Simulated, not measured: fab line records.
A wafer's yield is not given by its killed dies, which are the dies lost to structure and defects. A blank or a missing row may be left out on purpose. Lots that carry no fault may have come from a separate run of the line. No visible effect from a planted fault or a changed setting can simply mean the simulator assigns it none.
The tool behind it: which one? ; flow nand-harc ; 36 wafers from 12 lots sampled at 6 of the route's 1159 steps

WHAT EACH GAUGE READ, for each wafer
NHARC_A_CONTACT_CD_MEAS_53.
lot;measured;on;cd-nm (nm)
L077;day 16 17:47;cd-sem-03;189.2 189.6 189.8
L075;day 16 17:17;cd-sem-01;189.2 189.1 188.9
L080;day 17 20:49;cd-sem-03;189.5 189.1 189.5
L078;day 17 23:30;cd-sem-02;189.4 189.7 189.4
L083;day 18 12:30;cd-sem-02;189.4 190.5 189.7
L084;day 19 01:50;cd-sem-02;188.8 189.3 188.9
L087;day 19 11:15;cd-sem-03;188.5 188.8 188.5
L089;day 20 04:45;cd-sem-03;189.3 189.4 190.3
L092;day 20 16:59;cd-sem-01;190.3 190.4 189.7
L093;day 20 22:50;cd-sem-01;190.0 190.1 189.9
L095;day 21 16:55;cd-sem-01;188.9 188.5 189.0
L096;day 22 03:29;cd-sem-02;189.6 190.1 189.1

WHICH TOOL RAN EACH LOT (tool, then ch and the chambers of the sampled wafers, then the start)
lot;NHARC_A_WL_FILL_ETCHBACK_05;NHARC_A_CONTACT_DESCUM_47;NHARC_A_CONTACT_ETCH_111;NHARC_A_CONTACT_ETCH_120;NHARC_A_CONTACT_ETCH_96
L077;rie-metal-01 ch 0,1, day 15 09:56;rie-diel-12 ch 2,3, day 16 13:40;har-cap-etch-03 ch 0,1, day 16 15:46;har-cap-etch-03 ch 0,1, day 16 16:41;rie-diel-12 ch 0,1, day 16 17:47 or earlier
L075;rie-metal-02 ch 0,1, day 15 12:46;rie-diel-12 ch 0,1,2, day 16 13:32;har-cap-etch-01 ch 0,1, day 16 15:16;har-cap-etch-01 ch 0,1, day 16 16:12;rie-diel-12 ch 0,2,3, day 16 17:17 or earlier
L080;rie-metal-01 ch 0,1, day 16 12:35;rie-diel-04 ch 0,1,2, day 17 17:28;har-cap-etch-01 ch 0,1, day 17 18:47;har-cap-etch-01 ch 0,1, day 17 19:41;rie-diel-12 ch 0,3, day 17 20:49 or earlier
L078;rie-metal-03 ch 0,1, day 16 16:27;rie-diel-02 ch 1,2,3, day 17 19:39;har-cap-etch-02 ch 0,1, day 17 21:33;har-cap-etch-02 ch 0,1, day 17 22:26;rie-diel-12 ch 0,1,2, day 17 23:30 or earlier
L083;rie-metal-02 ch 0,1, day 17 03:47;rie-diel-12 ch 0,1,3, day 18 08:03;har-cap-etch-03 ch 0,1, day 18 09:21;har-cap-etch-03 ch 0,1, day 18 10:56;rie-diel-02 ch 0,2,3, day 18 12:30 or earlier
L084;rie-metal-03 ch 0,1, day 17 19:56;rie-diel-04 ch 0,1, day 18 22:32;har-cap-etch-03 ch 0,1, day 18 23:49;har-cap-etch-03 ch 0,1, day 19 00:44;rie-diel-04 ch 0,3, day 19 01:50 or earlier
L087;rie-metal-01 ch 0,1, day 18 04:48;rie-diel-02 ch 0,1,3, day 19 07:40;har-cap-etch-01 ch 0, day 19 09:13;har-cap-etch-01 ch 0, day 19 10:08;rie-diel-12 ch 0,1, day 19 11:15 or earlier
L089;rie-metal-03 ch 0,1, day 18 20:41;rie-diel-12 ch 0,1,3, day 20 01:28;har-cap-etch-02 ch 0,1, day 20 02:45;har-cap-etch-02 ch 0,1, day 20 03:39;rie-diel-12 ch 0,1,2, day 20 04:45 or earlier
L092;rie-metal-02 ch 0,1, day 19 10:00;rie-diel-12 ch 0,1, day 20 13:27;har-cap-etch-01 ch 0,1, day 20 14:47;har-cap-etch-01 ch 0,1, day 20 15:40;rie-diel-12 ch 2,3, day 20 16:59 or earlier
L093;rie-metal-02 ch 0,1, day 19 16:03;rie-diel-12 ch 0,3, day 20 18:35;har-cap-etch-03 ch 0,1, day 20 20:48;har-cap-etch-03 ch 0,1, day 20 21:44;rie-diel-12 ch 2,3, day 20 22:50 or earlier
L095;rie-metal-01 ch 0,1, day 20 05:25;rie-diel-12 ch 0,1,2, day 21 13:38;har-cap-etch-03 ch 0,1, day 21 14:54;har-cap-etch-03 ch 0,1, day 21 15:49;rie-diel-12 ch 0,1,3, day 21 16:55 or earlier
L096;rie-metal-03 ch 0,1, day 20 21:10;rie-diel-12 ch 1,2,3, day 22 00:01;har-cap-etch-03 ch 1, day 22 01:25;har-cap-etch-03 ch 1, day 22 02:20;rie-diel-12 ch 2,3, day 22 03:29 or earlier
- NHARC_A_WL_FILL_ETCHBACK_05: etches the open film in Cl2/BCl3, target depth 22 nm, time 60 s.
- NHARC_A_CONTACT_DESCUM_47: chemistry O2, time 3 s.
- NHARC_A_CONTACT_ETCH_111: etches the open film in C4F8/O2/Ar, time 140 s, target depth 700 nm.
- NHARC_A_CONTACT_ETCH_120: etches the open film in C4F8/O2/Ar, time 94 s, target depth 922 nm.
- NHARC_A_CONTACT_ETCH_96: etches the open film in C4F6/O2, target depth 20 nm, time 10 s.

THE ANSWER, worked out from the rows above alone
Rule: the lots themselves supply what counts as usual. Put in order of their means at a reading, lots are off if they are a third of the lots or fewer, leave a main group of 4 or more, and stand apart from it by a gap of 3 or more times the standard deviation of the main group's means; of several such gaps the widest counts. If all means in a main group match to the digits the tables above print for the reading, that group is not used. A lot without any number at a reading at which 4 lots or more have one is off too. All remaining lots with rows at the step are treated as sound.
None of the lots is off at any reading shown; this tells nothing.

WHAT WAS PUT IN BY THE SIMULATOR
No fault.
